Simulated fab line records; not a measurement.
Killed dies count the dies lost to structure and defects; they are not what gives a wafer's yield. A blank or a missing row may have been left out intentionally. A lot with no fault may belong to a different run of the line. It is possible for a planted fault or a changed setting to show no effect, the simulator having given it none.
Chamber matching ; flow n5_finfet ; 4 sister chambers for N5_BEOL_M3_ETCH_70 on rie_diel-03
The step etches SOC in N2/H2, target depth 80 nm, overetch 16 nm, time 120 s. 4 wafers are shown with their chamber, then 11 later ones without.

## WAFERS PAIRED WITH THEIR CHAMBERS
wafer;chamber;showerhead_plenum_p_Torr (Torr)
L086.3;3;2.71
L089.1;2;2.57
L089.4;1;2.40
L095.1;0;2.53

## WAFERS WITHOUT THEIR CHAMBER
wafer;showerhead_plenum_p_Torr (Torr)
L095.2;2.40
L095.3;2.57
L094.1;2.56
L094.2;2.40
L094.3;2.70
L096.1;2.53
L096.3;2.40
L096.4;2.56
L097.1;2.53
L097.3;2.56
L097.6;2.53

## WHICH CHAMBER EACH WENT THROUGH
wafer;from the rows above;in truth
L095.2;1;1
L095.3;2;2
L094.1;2;2
L094.2;1;1
L094.3;3;3
L096.1;0;0
L096.3;1;1
L096.4;2;2
L097.1;0;0
L097.3;2;2
L097.6;0;0
Correct placement for 11 of the 11. Number that these rows cannot place: 0. Number placed wrongly: 0.
How it was worked out, from the rows above alone: a wafer's distance from a chamber is the root of the sum, over the readings, of the square of ((its reading less the chamber's mean) divided by the reading's scatter). If the next closest chamber is less than 2 further off than the closest, the wafer can't be placed; otherwise it belongs to the closest. The mean given for a chamber averages the wafers shown for that chamber. The scatter: root of mean squared gap, hidden wafer to nearest shown wafer, with one shown wafer a chamber.
